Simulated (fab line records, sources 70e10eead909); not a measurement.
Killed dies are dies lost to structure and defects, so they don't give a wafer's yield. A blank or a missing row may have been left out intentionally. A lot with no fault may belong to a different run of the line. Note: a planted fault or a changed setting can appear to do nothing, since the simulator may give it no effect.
The tool behind it: which one? || flow nand harc || 36 wafers from 12 lots sampled at 5 of the route's 1302 steps

## WHAT EACH GAUGE READ, for each wafer
NHARC_THIN_TSV_CD_MEAS_16.
{"lot": "L076", "measured": "day 23 20:55", "on": "cd sem-02", "cd nm (nm)": "999.3 999.6 1000.8"}
{"lot": "L077", "measured": "day 24 19:59", "on": "cd sem-03", "cd nm (nm)": "999.1 996.5 998.6"}
{"lot": "L079", "measured": "day 25 10:44", "on": "cd sem-01", "cd nm (nm)": "1003.7 1005.9 1006.3"}
{"lot": "L080", "measured": "day 27 02:36", "on": "cd sem-03", "cd nm (nm)": "1001.5 997.9 1000.3"}
{"lot": "L083", "measured": "day 27 14:11", "on": "cd sem-01", "cd nm (nm)": "1000.6 1000.5 1000.1"}
{"lot": "L084", "measured": "day 28 08:17", "on": "cd sem-03", "cd nm (nm)": "1001.1 1000.0 1001.1"}
{"lot": "L090", "measured": "day 29 18:47", "on": "cd sem-02", "cd nm (nm)": "1000.6 1004.5 1004.1"}
{"lot": "L087", "measured": "day 30 02:22", "on": "cd sem-03", "cd nm (nm)": "1002.1 1002.5 1004.2"}
{"lot": "L092", "measured": "day 30 20:35", "on": "cd sem-03", "cd nm (nm)": "996.2 996.3 997.6"}
{"lot": "L093", "measured": "day 31 10:02", "on": "cd sem-02", "cd nm (nm)": "998.3 1001.4 1001.1"}
{"lot": "L094", "measured": "day 32 03:34", "on": "cd sem-01", "cd nm (nm)": "1000.4 999.6 1001.3"}
{"lot": "L097", "measured": "day 32 20:07", "on": "cd sem-01", "cd nm (nm)": "1000.3 999.0 1000.5"}

## TOOL THAT RAN EACH LOT (tool first, then ch and the chambers of the sampled wafers, then the start)
{"lot": "L076", "NHARC_A_M1_CMP_23": "cmp-01 ch 0,2,3, day 23 02:33", "NHARC_A_BONDPAD_PRE_CLEAN_26": "pvd sputter-01, day 23 20:47 or earlier", "NHARC_A_BONDPAD_PVD_17": "pvd sputter-01, day 23 20:47 or earlier", "NHARC_THIN_TSV_ETCH_15": "rie si-06 ch 2,3, day 23 20:47"}
{"lot": "L077", "NHARC_A_M1_CMP_23": "cmp-04 ch 0,1,3, day 24 01:43", "NHARC_A_BONDPAD_PRE_CLEAN_26": "pvd sputter-03, day 24 19:50 or earlier", "NHARC_A_BONDPAD_PVD_17": "pvd sputter-03, day 24 19:50 or earlier", "NHARC_THIN_TSV_ETCH_15": "rie si-01 ch 0,2,3, day 24 19:50"}
{"lot": "L079", "NHARC_A_M1_CMP_23": "cmp-04 ch 1,2,3, day 24 13:16", "NHARC_A_BONDPAD_PRE_CLEAN_26": "pvd sputter-02, day 25 10:37 or earlier", "NHARC_A_BONDPAD_PVD_17": "pvd sputter-02, day 25 10:37 or earlier", "NHARC_THIN_TSV_ETCH_15": "rie si-04 ch 1,2, day 25 10:37"}
{"lot": "L080", "NHARC_A_M1_CMP_23": "cmp-01 ch 0,1,2, day 26 07:10", "NHARC_A_BONDPAD_PRE_CLEAN_26": "pvd sputter-01, day 27 02:27 or earlier", "NHARC_A_BONDPAD_PVD_17": "pvd sputter-01, day 27 02:27 or earlier", "NHARC_THIN_TSV_ETCH_15": "rie si-06 ch 0,2,3, day 27 02:27"}
{"lot": "L083", "NHARC_A_M1_CMP_23": "cmp-04 ch 1,2, day 26 19:32", "NHARC_A_BONDPAD_PRE_CLEAN_26": "pvd sputter-01, day 27 14:03 or earlier", "NHARC_A_BONDPAD_PVD_17": "pvd sputter-01, day 27 14:03 or earlier", "NHARC_THIN_TSV_ETCH_15": "rie si-01 ch 2,3, day 27 14:03"}
{"lot": "L084", "NHARC_A_M1_CMP_23": "cmp-03 ch 0,3, day 27 13:59", "NHARC_A_BONDPAD_PRE_CLEAN_26": "pvd sputter-01, day 28 08:08 or earlier", "NHARC_A_BONDPAD_PVD_17": "pvd sputter-01, day 28 08:08 or earlier", "NHARC_THIN_TSV_ETCH_15": "rie si-01 ch 0,2,3, day 28 08:08"}
{"lot": "L090", "NHARC_A_M1_CMP_23": "cmp-01 ch 0,1,3, day 29 00:25", "NHARC_A_BONDPAD_PRE_CLEAN_26": "pvd sputter-03, day 29 18:39 or earlier", "NHARC_A_BONDPAD_PVD_17": "pvd sputter-03, day 29 18:39 or earlier", "NHARC_THIN_TSV_ETCH_15": "rie si-06 ch 0,1,3, day 29 18:39"}
{"lot": "L087", "NHARC_A_M1_CMP_23": "cmp-04 ch 1,2, day 29 07:13", "NHARC_A_BONDPAD_PRE_CLEAN_26": "pvd sputter-03, day 30 02:15 or earlier", "NHARC_A_BONDPAD_PVD_17": "pvd sputter-03, day 30 02:15 or earlier", "NHARC_THIN_TSV_ETCH_15": "rie si-06 ch 0,1,3, day 30 02:15"}
{"lot": "L092", "NHARC_A_M1_CMP_23": "cmp-04 ch 0,3, day 30 01:13", "NHARC_A_BONDPAD_PRE_CLEAN_26": "pvd sputter-01, day 30 20:26 or earlier", "NHARC_A_BONDPAD_PVD_17": "pvd sputter-01, day 30 20:26 or earlier", "NHARC_THIN_TSV_ETCH_15": "rie si-01 ch 0,1, day 30 20:26"}
{"lot": "L093", "NHARC_A_M1_CMP_23": "cmp-04 ch 2,3, day 30 15:44", "NHARC_A_BONDPAD_PRE_CLEAN_26": "pvd sputter-02, day 31 09:54 or earlier", "NHARC_A_BONDPAD_PVD_17": "pvd sputter-02, day 31 09:54 or earlier", "NHARC_THIN_TSV_ETCH_15": "rie si-06 ch 0,3, day 31 09:54"}
{"lot": "L094", "NHARC_A_M1_CMP_23": "cmp-04 ch 0,2,3, day 31 08:41", "NHARC_A_BONDPAD_PRE_CLEAN_26": "pvd sputter-01, day 32 03:27 or earlier", "NHARC_A_BONDPAD_PVD_17": "pvd sputter-01, day 32 03:27 or earlier", "NHARC_THIN_TSV_ETCH_15": "rie si-06 ch 1,2,3, day 32 03:27"}
{"lot": "L097", "NHARC_A_M1_CMP_23": "cmp-04 ch 0,3, day 32 00:24", "NHARC_A_BONDPAD_PRE_CLEAN_26": "pvd sputter-01, day 32 19:59 or earlier", "NHARC_A_BONDPAD_PVD_17": "pvd sputter-01, day 32 19:59 or earlier", "NHARC_THIN_TSV_ETCH_15": "rie si-01 ch 1,2,3, day 32 19:59"}
- NHARC_A_M1_CMP_23: polishes, t overpolish 20 s, target thk 154.34 nm.
- NHARC_A_BONDPAD_PRE_CLEAN_26: time 30 s.
- NHARC_A_BONDPAD_PVD_17: deposits TaN, target thk 5 nm, time 8.06 s.
- NHARC_THIN_TSV_ETCH_15: target depth 3000 nm, bosch target overetch cycles 2, bosch etch step 2.8 s.

## THE ANSWER, worked out from the rows above alone
Rule: what is usual is taken from the lots themselves. Put in order of their means at a reading, lots are off if they are a third of the lots or fewer, leave a main group of 4 or more, and stand apart from it by a gap of 3 or more times the standard deviation of the main group's means; of several such gaps the widest counts. A main group is skipped when, at the precision printed for the reading in the tables above, its means are all equal. A lot without any number at a reading at which 4 lots or more have one is off too. Any other lot the step has rows for is counted as sound.
None of the lots is off at any reading shown; this tells nothing.

## WHAT THE SIMULATOR HAD PUT IN
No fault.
